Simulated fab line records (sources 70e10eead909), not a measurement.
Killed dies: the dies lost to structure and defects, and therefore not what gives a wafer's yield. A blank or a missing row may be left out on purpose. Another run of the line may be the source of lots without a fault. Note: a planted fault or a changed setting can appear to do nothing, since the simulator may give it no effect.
fab line records | flow nand-harc
[record] lots = 15 wafers = 45 last-day = 33
route steps=1302 shown A_SGD_CUT@919 A_SLIT@924
lots untouched by any fault: they come from a run of this same line in which no faults occurred
start-h: start of the lot's first displayed wafer, in hours after the record's first day | wait-h: hours elapsed since this lot's preceding step | " same as the row above | L1.1+2: several wafers, shown together as one row | - no value present, or no start provided | * or withheld: withheld | < > ~ a bound
route shown NAME@n: names a module that has steps shown in the file, with the first one's number in the route | usual: the fault-free wafers' mean and standard deviation | same: alike in all rows | chamber/n: place in a boat | sites: readings site by site | _std_site: how widely they spread, as a standard deviation | _edge_site: the outer-site mean with the inner-site mean subtracted | radius-mm: how far each site lies from the wafer's centre | mask NAME#n: copy n | behind: the last tool/chamber to shape the wafer | hold: why the lot was held/for how many hours/how that ended | device: the transistor (n, p or np) that didn't switch | end of line: the same wafers' tests at the end of the route | a step without rows: its recipe alone | killed: count of dies lost to structure and defects at first sort (not the wafer's yield) | map: per-die view of a wafer (x killed, . not killed, _ where there is no die)
set.NAME: setting as actually run; set.NAME@STEP: the setting as run at that earlier step | model.NAME: the simulator's own value behind a step, which no gauge read
steps of the route over a sample of lots; a table a step, a row a wafer
services: from which hour (start-h, from the record's first day; less than 0 if before it) a tool's chamber was out of use, for how many hours, and why
[[steps]]
[step NHARC_A_SGD_CUT_ETCHBACK_24]
[recipe] target-depth-a = 500 over-etch-frac = 0.3 time-s = 92.857 ion-energy-ev = 120 ch3f-flow-sccm = 50 o2-flow-sccm = 30 ar-flow-sccm = 200 rf-w = 500 bias-w = 100 chemistry = CH3F/O2
[usual] drypump-motor-current-A = 5.7/0.33 o2-flow-sccm = 30.00/0.084 oes-product-au = 0.96/0.036 rf-vpp-V = 243.5/1.9 showerhead-plenum-p-Torr = 2.40/0.12 throttle-valve-pct = 20.664/0.0086
// columns lot.wafer tool chamber start-h wait-h drypump-motor-current-A o2-flow-sccm oes-product-au rf-hours-counter-h rf-vpp-V showerhead-plenum-p-Torr throttle-valve-pct
L708.3 rie-diel-01 1 456.22 0.2 5.9 29.91 1.00 4 242.4 2.31 20.663
L708.1 " 2 " " 5.7 29.99 1.00 4 241.0 2.31 20.664
L708.6 " 0 " " 6.0 29.95 0.98 - 243.4 2.42 20.659
L711.3 rie-diel-11 2 467.38 0.1 5.3 30.17 0.92 2 244.1 2.48 20.688
L711.4 " 3 " " 5.8 30.04 0.92 2 247.3 2.62 20.670
L711.6 " 2 " " 5.4 30.24 0.91 - 243.5 2.48 20.660
L710.1 rie-diel-04 0 467.39 0.2 5.3 29.90 0.91 6 242.5 2.28 20.686
L710.4 " 1 " " 6.6 29.95 0.93 8 242.0 2.28 20.655
L710.5 " 1 " " 6.6 30.05 0.92 - 242.1 2.28 20.659
L712.2 rie-diel-11 2 467.56 0.2 5.3 30.04 0.96 2 244.7 2.48 20.661
L712.3 " 0 " " 5.6 29.99 0.97 2 243.7 2.46 20.672
L712.5 " 1 " " 5.6 29.96 0.97 - 246.6 2.62 20.667
L713.3 rie-diel-01 3 502.51 0.1 6.0 29.84 0.99 6 242.8 2.32 20.661
L713.1 " 1 " " 5.9 29.84 0.99 5 241.9 2.30 20.662
L713.6 " 3 " " 6.0 30.09 0.99 - 241.8 2.32 20.672
L714.4 rie-diel-11 1 502.55 0.2 5.5 29.98 1.01 5 246.3 2.62 20.666
L714.1 " 2 " " 5.3 30.03 0.99 5 245.8 2.48 20.665
L714.6 " 0 " " 5.7 30.04 1.00 - 245.9 2.46 20.663
L715.4 rie-diel-11 2 515.21 0.1 5.3 30.10 0.92 6 244.2 2.48 20.659
L715.2 " 0 " " 5.7 30.01 0.92 5 244.0 2.46 20.664
L715.6 " 2 " " 5.3 30.07 0.92 - 244.7 2.48 20.663
L716.3 rie-diel-04 2 541.60 0.2 5.7 30.22 0.99 0 242.4 2.31 20.679
L716.4 " 0 " " 5.3 30.07 0.98 0 241.3 2.28 20.660
L716.6 " 2 " " 5.8 30.02 0.99 - 242.3 2.31 20.654
L718.2 rie-diel-04 0 550.66 0.2 5.3 29.94 0.99 1 241.9 2.28 20.676
L718.4 " 2 " " 5.8 29.87 0.99 1 241.7 2.31 20.654
L718.5 " 3 " " 5.5 29.93 1.01 - 244.0 2.46 20.658
L717.3 rie-diel-04 1 554.70 0.2 6.6 30.02 0.92 1 240.5 2.28 20.677
L717.1 " 2 " " 5.7 30.10 0.92 1 242.3 2.31 20.666
L717.5 " 1 " " 6.5 29.89 0.93 - 241.4 2.28 20.650
L723.4 rie-diel-04 2 585.19 0.2 5.8 29.97 1.00 5 242.0 2.31 20.662
L723.1 " 3 " " 5.5 30.00 1.00 4 244.7 2.45 20.658
L723.6 " 0 " " 5.4 30.04 0.99 - 242.2 2.28 20.668
L728.1 rie-diel-04 2 646.75 0.1 5.8 29.98 0.99 9 242.7 2.31 20.665
L728.2 " 3 " " 5.5 30.06 1.01 8 245.6 2.45 20.669
L728.4 " 0 " " 5.3 29.88 0.98 - 240.9 2.28 20.666
L729.2 rie-diel-01 2 653.95 0.1 5.6 29.95 0.94 5 243.4 2.30 20.657
L729.3 " 1 " " 5.9 29.95 0.92 5 242.5 2.30 20.664
L729.6 " 2 " " 5.6 29.99 0.92 - 241.7 2.30 20.676
L730.2 rie-diel-04 1 670.09 0.1 6.5 30.02 0.93 6 241.6 2.28 20.664
L730.4 " 3 " " 5.5 30.04 0.92 11 244.5 2.45 20.675
L730.5 " 1 " " 6.5 29.91 0.93 - 242.2 2.28 20.651
L731.4 rie-diel-11 1 670.11 0.2 5.6 29.89 0.93 4 245.9 2.62 20.646
L731.2 " 2 " " 5.4 30.12 0.94 4 244.4 2.47 20.666
L731.5 " 0 " " 5.7 29.88 0.93 - 242.8 2.45 20.672
[step NHARC_A_SLIT_DEP_23]
[recipe] target-thk-a = 1000 target-thk-nm = 100 temp-c = 400 pressure-torr = 3.5 flow-sccm = 200 rf-w = 350 material = SiON
[usual] heater-power-w = 745/93
// columns lot.wafer tool chamber start-h wait-h heater-power-w since-wet-clean-h
L708.1 pecvd-02 0 460.89 3.2 580 40
L708.3 " 2 " " 705 40
L708.6 " 0 " " 578 -
L710.1 pecvd-04 2 474.14 3.1 873 11
L710.5 " 2 " " 883 -
L710.4 " 1 " " 887 -
L711.3 pecvd-01 1 474.16 2.0 674 149
L711.6 " 2 " " 715 -
L711.4 " 0 " " 692 -
L712.2 pecvd-02 2 477.84 2.5 633 57
L712.3 " 1 " " 689 57
L712.5 " 1 " " 671 -
L713.3 pecvd-04 1 506.94 1.9 948 44
L713.1 " 0 " " 824 44
L713.6 " 2 " " 895 -
L714.1 pecvd-01 0 507.11 3.2 637 1
L714.4 " 2 " " 835 -
L714.6 " 0 " " 658 -
L715.2 pecvd-02 2 520.71 2.6 679 99
L715.4 " 2 " " 679 -
L715.6 " 0 " " 627 -
L716.3 pecvd-04 1 546.02 1.9 850 83
L716.6 " 0 " " 780 -
L716.4 " 1 " " 857 -
L718.2 pecvd-01 0 559.66 2.6 648 54
L718.5 " 2 " " 802 -
L718.4 " 1 " " 742 -
L717.3 pecvd-02 1 566.59 1.9 778 145
L717.1 " 2 " " 681 145
L717.5 " 0 " " 628 -
L723.1 pecvd-04 1 591.58 3.1 768 129
L723.6 " 1 " " 768 -
L723.4 " 2 " " 739 -
L728.1 pecvd-04 1 651.25 3.2 859 7
L728.2 " 2 " " 738 7
L728.4 " 0 " " 823 -
L729.3 pecvd-02 1 658.59 1.9 780 56
L729.2 " 2 " " 673 56
L729.6 " 1 " " 785 -
L730.2 pecvd-02 2 680.23 2.5 615 78
L730.4 " 2 " " 623 -
L730.5 " 0 " " 590 -
L731.2 pecvd-04 1 680.73 2.5 897 37
L731.4 " 0 " " 767 -
L731.5 " 1 " " 905 -
[step NHARC_A_SLIT_ETCH_15]
[recipe] target-depth-a = 62000 over-etch-frac = 0.3 time-s = 1612 ion-energy-ev = 150 o2-flow-sccm = 400 cos-flow-sccm = 20 ar-flow-sccm = 0 rf-w = 500 bias-w = 300 chemistry = O2/COS
[usual] bias-w = 300.0/0.82 chamber-pressure-mTorr = 20.000/0.017 drypump-motor-current-A = 5.8/0.46 o2-flow-sccm = 400.1/1.3 oes-product-au = 1.000/0.009 rf-vpp-V = 314.4/2.1 showerhead-plenum-p-Torr = 3.14/0.13 throttle-valve-pct = 28.331/0.0089
// columns lot.wafer tool chamber start-h wait-h bias-w chamber-pressure-mTorr drypump-motor-current-A o2-flow-sccm oes-product-au rf-hours-counter-h rf-vpp-V showerhead-plenum-p-Torr throttle-valve-pct
L708.3 rie-diel-07 3 - - 299.5 19.989 5.2 399.0 0.987 10.6 316.8 3.32 28.335
L708.1 " 0 " " 299.2 20.015 5.8 401.5 0.995 10.8 317.0 3.24 28.320
L708.6 " 0 " " 300.1 19.989 5.8 401.1 0.993 - 314.6 3.24 28.333
L711.3 rie-diel-03 1 - - 300.4 19.987 4.9 401.4 1.002 0.3 313.8 2.99 28.322
L711.4 " 3 " " 300.4 19.993 6.6 398.0 0.994 0.3 315.6 3.08 28.322
L711.6 " 0 " " 300.0 19.980 5.2 399.2 0.992 - 312.1 2.99 28.325
L710.4 rie-diel-05 3 - - 299.2 19.980 6.1 400.3 0.994 2.3 310.0 2.98 28.333
L710.1 " 1 " " 299.3 20.000 6.3 401.8 1.013 2.6 313.4 3.10 28.351
L710.5 " 0 " " 300.7 20.007 5.5 398.4 1.010 - 313.1 3.04 28.328
L712.2 rie-diel-03 0 - - 299.6 19.982 5.2 399.6 0.993 2.2 312.2 2.99 28.318
L712.3 " 1 " " 301.8 19.998 4.8 400.1 0.996 1.8 314.6 2.99 28.317
L712.5 " 3 " " 300.0 20.027 6.6 399.9 0.994 - 313.3 3.08 28.317
L713.3 rie-diel-07 3 - - 298.1 20.012 5.2 399.8 0.999 0.8 316.0 3.32 28.322
L713.1 " 0 " " 300.1 19.993 5.8 399.2 0.997 0.9 316.9 3.24 28.323
L713.6 " 3 " " 299.3 20.002 5.2 397.6 1.001 - 316.4 3.32 28.327
L714.1 rie-diel-05 3 - - 299.6 20.021 6.1 399.7 1.019 4.0 311.6 2.98 28.334
L714.4 " 0 " " 300.7 19.993 5.5 402.6 1.013 3.7 314.3 3.04 28.318
L714.6 " 3 " " 299.9 19.989 6.1 399.9 1.005 - 310.7 2.98 28.342
L715.2 rie-diel-07 0 - - 299.0 20.008 5.8 399.4 1.003 2.2 316.0 3.24 28.331
L715.4 " 1 " " 300.2 20.024 6.2 401.9 1.007 2.0 315.3 3.28 28.331
L715.6 " 2 " " 299.3 19.999 5.9 401.5 0.991 - 315.7 3.20 28.329
L716.4 rie-diel-07 3 - - 299.8 19.995 5.2 398.4 0.993 4.5 316.9 3.32 28.344
L716.3 " 0 " " 300.2 20.001 5.8 401.7 1.005 3.8 316.9 3.24 28.332
L716.6 " 0 " " 300.2 19.994 5.8 402.5 1.005 - 315.9 3.24 28.330
L718.2 rie-diel-07 2 - - 299.3 19.980 5.9 402.4 0.999 5.8 316.5 3.20 28.338
L718.4 " 2 " " 300.0 20.008 5.9 400.8 0.982 - 316.6 3.20 28.341
L718.5 " 1 " " 298.3 20.018 6.2 395.9 1.012 - 316.8 3.28 28.341
L717.1 rie-diel-05 2 - - 300.6 20.025 6.1 399.7 0.984 7.3 316.4 3.29 28.318
L717.3 " 1 " " 300.2 19.974 6.3 399.2 1.012 6.5 313.5 3.10 28.322
L717.5 " 3 " " 300.2 20.036 6.1 401.1 0.998 - 311.2 2.98 28.327
L723.4 rie-diel-07 1 - - 300.4 20.015 6.2 399.7 1.000 5.9 314.0 3.28 28.330
L723.1 " 0 " " 300.3 20.022 5.8 398.3 1.001 6.9 316.0 3.24 28.328
L723.6 " 1 " " 299.8 20.022 6.2 396.5 1.010 - 316.8 3.28 28.340
L728.4 rie-diel-05 1 - - 299.2 19.999 6.3 397.0 1.006 4.6 313.9 3.10 28.325
L728.1 " 2 " " 301.2 20.002 6.1 400.3 1.014 3.7 316.6 3.28 28.332
L728.2 " 0 " " 299.7 19.970 5.5 399.8 0.997 4.9 311.6 3.04 28.317
L729.3 rie-diel-07 2 - - 299.6 19.993 5.8 401.4 0.997 0.4 314.8 3.20 28.338
L729.2 " 3 " " 299.1 19.991 5.2 399.6 1.005 0.4 316.7 3.32 28.334
L729.6 " 2 " " 300.4 20.000 5.9 400.6 1.007 - 314.3 3.20 28.340
L730.2 rie-diel-03 0 - - 298.6 19.987 5.2 401.4 1.008 1.6 312.5 2.99 28.325
L730.4 " 2 " " 300.9 19.996 5.7 401.4 1.022 1.0 311.8 2.94 28.337
L730.5 " 0 " " 299.7 20.006 5.2 401.1 1.009 - 312.1 2.99 28.341
L731.2 rie-diel-05 3 - - 300.5 20.023 6.1 400.6 0.993 6.1 310.7 2.98 28.322
L731.4 " 0 " " 298.3 20.033 5.5 399.0 0.998 5.9 313.1 3.04 28.324
L731.5 " 2 " " 299.6 19.986 6.1 399.7 0.998 - 315.5 3.28 28.360
[step NHARC_A_SLIT_ETCH_26]
[recipe] bias-v = 400 source-w = 2000 pressure-mtorr = 25 time-s = 90 ar-flow-sccm = 375 c4f8-flow-sccm = 41.7 o2-flow-sccm = 83.3 target-depth-a = 4000 chemistry = C4F8/O2/Ar
[usual] bias-v = 400/4.3 c4f8-flow-sccm = 41.69/0.12 drypump-motor-current-A = 5.6/0.55 o2-flow-sccm = 83.33/0.28 showerhead-plenum-p-Torr = 3.66/0.15 throttle-valve-pct = 27.619/0.0087
// columns lot.wafer tool chamber start-h wait-h bias-v c4f8-flow-sccm drypump-motor-current-A o2-flow-sccm rf-hours-counter-h showerhead-plenum-p-Torr throttle-valve-pct
L708.1 har-etch-02 0 466.66 3.0 406 41.60 6.1 83.14 42 3.95 27.623
L708.3 " 1 " " 404 41.85 6.0 83.14 - 3.65 27.626
L708.6 " 1 " " 400 41.74 6.0 82.78 - 3.65 27.625
L711.3 har-etch-01 1 480.30 1.9 399 41.68 5.7 83.09 - 3.54 27.633
L711.4 " 0 " " 402 41.78 4.7 83.12 - 3.69 27.617
L711.6 " 0 " " 410 41.92 4.7 83.05 - 3.69 27.626
L710.1 har-etch-01 1 484.06 2.4 406 41.70 5.7 83.16 256 3.54 27.601
L710.4 " 0 " " 400 41.72 4.7 83.73 - 3.68 27.646
L710.5 " 0 " " 394 41.84 4.7 83.47 - 3.68 27.628
L712.2 har-etch-01 0 487.89 3.1 398 41.62 4.7 83.23 260 3.68 27.610
L712.3 " 1 " " 397 41.65 5.7 83.34 - 3.53 27.613
L712.5 " 1 " " 395 41.48 5.7 83.20 - 3.53 27.629
L713.1 har-etch-02 0 512.53 2.4 392 41.57 6.1 83.53 69 3.93 27.611
L713.3 " 0 " " 401 41.69 6.1 83.60 - 3.93 27.620
L713.6 " 1 " " 400 41.75 6.0 83.03 - 3.63 27.626
L714.1 har-etch-01 0 516.20 3.0 402 41.62 4.7 83.02 275 3.67 27.625
L714.4 " 1 " " 400 41.88 5.7 83.48 - 3.53 27.622
L714.6 " 1 " " 403 41.76 5.7 83.49 - 3.53 27.627
L715.2 har-etch-02 0 526.51 2.5 396 41.66 6.1 83.08 80 3.93 27.614
L715.4 " 1 " " 403 41.61 6.0 83.09 - 3.63 27.617
L715.6 " 1 " " 398 41.69 6.0 83.05 - 3.63 27.618
L716.3 har-etch-01 0 551.87 1.9 398 41.68 4.7 83.37 - 3.66 27.628
L716.4 " 1 " " 397 41.88 5.7 83.34 - 3.51 27.614
L716.6 " 1 " " 399 41.79 5.7 83.16 - 3.52 27.611
L718.2 har-etch-02 1 565.63 3.0 - - - - - - -
L718.4 " 0 " " - - - - - - -
L718.5 " 1 " " - - - - - - -
L717.1 har-etch-01 1 572.24 3.0 - - - - - - -
L717.3 " 0 " " - - - - - - -
L717.5 " 1 " " - - - - - - -
L723.1 har-etch-01 1 597.90 2.4 - - - - - - -
L723.4 " 0 " " - - - - - - -
L723.6 " 0 " " - - - - - - -
L728.2 har-etch-01 1 656.98 3.0 403 41.60 5.7 83.74 355 3.48 27.628
L728.1 " 0 " " 405 41.51 4.7 83.10 355 3.63 27.624
L728.4 " 0 " " 397 41.68 4.7 83.04 - 3.63 27.606
L729.2 har-etch-02 0 666.12 2.4 396 41.40 6.1 83.59 157 3.88 27.618
L729.3 " 0 " " 402 41.66 6.1 83.53 - 3.88 27.585
L729.6 " 0 " " 399 41.56 6.1 83.55 - 3.88 27.607
L730.2 har-etch-01 1 686.05 3.1 397 41.51 5.7 83.55 370 3.47 27.625
L730.4 " 1 " " 401 41.89 5.7 83.46 - 3.47 27.631
L730.5 " 0 " " 396 41.60 4.7 84.00 - 3.62 27.622
L731.2 har-etch-02 0 686.31 2.4 395 41.70 6.1 83.13 164 3.88 27.637
L731.4 " 0 " " 400 41.74 6.1 83.61 - 3.88 27.610
L731.5 " 0 " " 391 41.79 6.1 83.47 - 3.88 27.623
[[services]]
// columns tool chamber start-h hours kind
rie-diel-11 - 432.50 9.0 pm
rie-diel-01 1 435.26 2.8 repair
pecvd-04 - 450.00 13.0 pm
rie-diel-03 - 458.30 9.0 pm
rie-diel-07 - 471.24 9.0 pm
rie-diel-05 3 488.78 5.0 repair
har-etch-01 - 523.20 0.6 repair
rie-diel-04 - 532.05 9.0 pm
rie-diel-11 0 534.41 1.7 repair
rie-diel-07 1 543.46 2.5 repair
rie-diel-05 0 547.85 1.2 repair
rie-diel-07 0 560.11 10.3 repair
rie-diel-07 - 568.61 0.5 repair
rie-diel-05 - 583.60 9.0 pm
pecvd-02 - 589.32 13.0 pm
rie-diel-11 - 609.50 9.0 pm
rie-diel-05 2 613.38 4.1 repair
rie-diel-04 1 618.33 43.9 repair
pecvd-04 - 631.00 13.0 pm
rie-diel-07 - 648.24 9.0 pm
rie-diel-04 0 651.43 3.7 repair
rie-diel-05 - 657.26 1.0 repair
pecvd-02 - 669.94 1.5 repair
pecvd-02 0 686.03 11.0 repair
[[key]]
[first-sign] step = NHARC_A_SLIT_ETCH_26 reading = tool-record direction = missing
effect none on later readings
met-at NHARC_A_SLIT_ETCH_26
struck-lots L717,L718,L723
later-rows-left-out L717.1,L717.3,L717.5,L718.2,L718.4,L718.5,L723.1,L723.4,L723.6
sort-left-out L717.1,L717.3,L717.5,L718.2,L718.4,L718.5,L723.1,L723.4,L723.6
tester-left-out L717,L718,L723
not-acting-at NHARC_A_SGD_CUT_ETCHBACK_24,NHARC_A_SLIT_DEP_23,NHARC_A_SLIT_ETCH_15
onset-between 551.87 565.63
[fault] kind = skipped-step-whole tool = har-etch-01,har-etch-02 chamber = - onset-h = 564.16 steps = NHARC_A_SLIT_ETCH_26 scope = struck-lots-only
// tester-left-out: of these lots the tester's yield and bins aren't shown, on N5 and GAA mostly nor the transistor test; their killed dies are dies lost to structure and defects alone, not to doping, threshold or leakage, so they don't give the yield
// sort-left-out: the simulated sort isn't trusted on such a fault, so these wafers' sort isn't shown, and their yield isn't known
// later-rows-left-out: the simulator's readings of these wafers behind a module that went badly wrong aren't trusted and aren't shown, but for the sort
